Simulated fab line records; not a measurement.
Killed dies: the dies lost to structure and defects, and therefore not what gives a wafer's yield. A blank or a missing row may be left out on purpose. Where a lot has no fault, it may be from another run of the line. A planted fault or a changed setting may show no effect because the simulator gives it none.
Matching of chambers || flow n5_finfet || rie_si-04 running N5_FIN_CUT_CUT_ETCH_28: 4 sister chambers
The step etches Si in HBr/Cl2/O2, target depth 6 nm, time 2.4 s. 20 wafers are shown with their chamber, then 10 later ones without.

== WAFERS WITH THEIR CHAMBER ==
{"wafer": "L075.1", "chamber": 0, "throttle_valve_pct (%)": 36.1, "drypump_motor_current_A (A)": 5.8, "oes_product_au (a.u.)": 1.007}
{"wafer": "L075.4", "chamber": 2, "throttle_valve_pct (%)": 37.6, "drypump_motor_current_A (A)": 5.0, "oes_product_au (a.u.)": 1.000}
{"wafer": "L075.6", "chamber": 1, "throttle_valve_pct (%)": 36.9, "drypump_motor_current_A (A)": 5.8, "oes_product_au (a.u.)": 0.973}
{"wafer": "L076.4", "chamber": 3, "throttle_valve_pct (%)": 36.3, "drypump_motor_current_A (A)": 5.4, "oes_product_au (a.u.)": 1.000}
{"wafer": "L076.5", "chamber": 1, "throttle_valve_pct (%)": 36.9, "drypump_motor_current_A (A)": 5.8, "oes_product_au (a.u.)": 0.990}
{"wafer": "L076.6", "chamber": 0, "throttle_valve_pct (%)": 36.1, "drypump_motor_current_A (A)": 5.8, "oes_product_au (a.u.)": 0.995}
{"wafer": "L077.3", "chamber": 1, "throttle_valve_pct (%)": 36.9, "drypump_motor_current_A (A)": 5.8, "oes_product_au (a.u.)": 0.979}
{"wafer": "L077.5", "chamber": 1, "throttle_valve_pct (%)": 36.8, "drypump_motor_current_A (A)": 5.8, "oes_product_au (a.u.)": 0.975}
{"wafer": "L077.6", "chamber": 2, "throttle_valve_pct (%)": 37.6, "drypump_motor_current_A (A)": 5.0, "oes_product_au (a.u.)": 1.005}
{"wafer": "L081.1", "chamber": 0, "throttle_valve_pct (%)": 36.1, "drypump_motor_current_A (A)": 5.7, "oes_product_au (a.u.)": 1.013}
{"wafer": "L081.2", "chamber": 1, "throttle_valve_pct (%)": 36.9, "drypump_motor_current_A (A)": 5.8, "oes_product_au (a.u.)": 0.979}
{"wafer": "L081.6", "chamber": 1, "throttle_valve_pct (%)": 36.9, "drypump_motor_current_A (A)": 5.8, "oes_product_au (a.u.)": 0.982}
{"wafer": "L083.3", "chamber": 0, "throttle_valve_pct (%)": 36.1, "drypump_motor_current_A (A)": 5.8, "oes_product_au (a.u.)": 1.006}
{"wafer": "L083.5", "chamber": 2, "throttle_valve_pct (%)": 37.6, "drypump_motor_current_A (A)": 5.0, "oes_product_au (a.u.)": 1.002}
{"wafer": "L083.6", "chamber": 1, "throttle_valve_pct (%)": 36.9, "drypump_motor_current_A (A)": 5.8, "oes_product_au (a.u.)": 0.980}
{"wafer": "L087.2", "chamber": 1, "throttle_valve_pct (%)": 36.9, "drypump_motor_current_A (A)": 5.8, "oes_product_au (a.u.)": 0.972}
{"wafer": "L087.4", "chamber": 2, "throttle_valve_pct (%)": 37.6, "drypump_motor_current_A (A)": 5.0, "oes_product_au (a.u.)": 0.998}
{"wafer": "L087.6", "chamber": 2, "throttle_valve_pct (%)": 37.6, "drypump_motor_current_A (A)": 5.0, "oes_product_au (a.u.)": 0.990}
{"wafer": "L091.3", "chamber": 2, "throttle_valve_pct (%)": 37.6, "drypump_motor_current_A (A)": 5.0, "oes_product_au (a.u.)": 0.999}
{"wafer": "L091.4", "chamber": 3, "throttle_valve_pct (%)": 36.3, "drypump_motor_current_A (A)": 5.4, "oes_product_au (a.u.)": 1.004}

SIGNATURES (means of the wafers above)
{"reading": "throttle_valve_pct", "chamber 0": 36.100, "chamber 1": 36.887, "chamber 2": 37.600, "chamber 3": 36.300, "scatter within a chamber": 0.0234}
{"reading": "drypump_motor_current_A", "chamber 0": 5.775, "chamber 1": 5.800, "chamber 2": 5.000, "chamber 3": 5.400, "scatter within a chamber": 0.0217}
{"reading": "oes_product_au", "chamber 0": 1.00525, "chamber 1": 0.97875, "chamber 2": 0.99900, "chamber 3": 1.00200, "scatter within a chamber": 0.00579}
Rule: a wafer's distance from a chamber is the root of the sum, over the readings, of the square of ((its reading less the chamber's mean) divided by the reading's scatter). If the next closest chamber is less than 2 further off than the closest, the wafer can't be placed; otherwise it belongs to the closest. The scatter is the square root of a quotient: the sum, over the shown wafers, of each reading's squared deviation from its chamber's mean, divided by wafers minus chambers.

== WAFERS MISSING THEIR CHAMBER ==
{"wafer": "L091.6", "throttle_valve_pct (%)": 36.8, "drypump_motor_current_A (A)": 5.8, "oes_product_au (a.u.)": 0.972}
{"wafer": "L092.2", "throttle_valve_pct (%)": 36.3, "drypump_motor_current_A (A)": 5.4, "oes_product_au (a.u.)": 1.008}
{"wafer": "L092.3", "throttle_valve_pct (%)": 37.6, "drypump_motor_current_A (A)": 5.0, "oes_product_au (a.u.)": 0.999}
{"wafer": "L092.5", "throttle_valve_pct (%)": 36.1, "drypump_motor_current_A (A)": 5.8, "oes_product_au (a.u.)": 1.013}
{"wafer": "L093.2", "throttle_valve_pct (%)": 36.3, "drypump_motor_current_A (A)": 5.4, "oes_product_au (a.u.)": 1.005}
{"wafer": "L093.5", "throttle_valve_pct (%)": 36.1, "drypump_motor_current_A (A)": 5.8, "oes_product_au (a.u.)": 1.006}
{"wafer": "L093.6", "throttle_valve_pct (%)": 36.3, "drypump_motor_current_A (A)": 5.5, "oes_product_au (a.u.)": 1.004}
{"wafer": "L095.1", "throttle_valve_pct (%)": 36.3, "drypump_motor_current_A (A)": 5.4, "oes_product_au (a.u.)": 1.001}
{"wafer": "L095.2", "throttle_valve_pct (%)": 37.6, "drypump_motor_current_A (A)": 5.0, "oes_product_au (a.u.)": 0.992}
{"wafer": "L095.3", "throttle_valve_pct (%)": 36.1, "drypump_motor_current_A (A)": 5.8, "oes_product_au (a.u.)": 1.003}

== WHICH CHAMBER EACH ONE RAN IN ==
{"wafer": "L091.6", "from the rows above": 1, "in truth": 1}
{"wafer": "L092.2", "from the rows above": 3, "in truth": 3}
{"wafer": "L092.3", "from the rows above": 2, "in truth": 2}
{"wafer": "L092.5", "from the rows above": 0, "in truth": 0}
{"wafer": "L093.2", "from the rows above": 3, "in truth": 3}
{"wafer": "L093.5", "from the rows above": 0, "in truth": 0}
{"wafer": "L093.6", "from the rows above": 3, "in truth": 3}
{"wafer": "L095.1", "from the rows above": 3, "in truth": 3}
{"wafer": "L095.2", "from the rows above": 2, "in truth": 2}
{"wafer": "L095.3", "from the rows above": 0, "in truth": 0}
10 of 10 placed correctly. Number that these rows cannot place: 0. Number placed wrongly: 0.
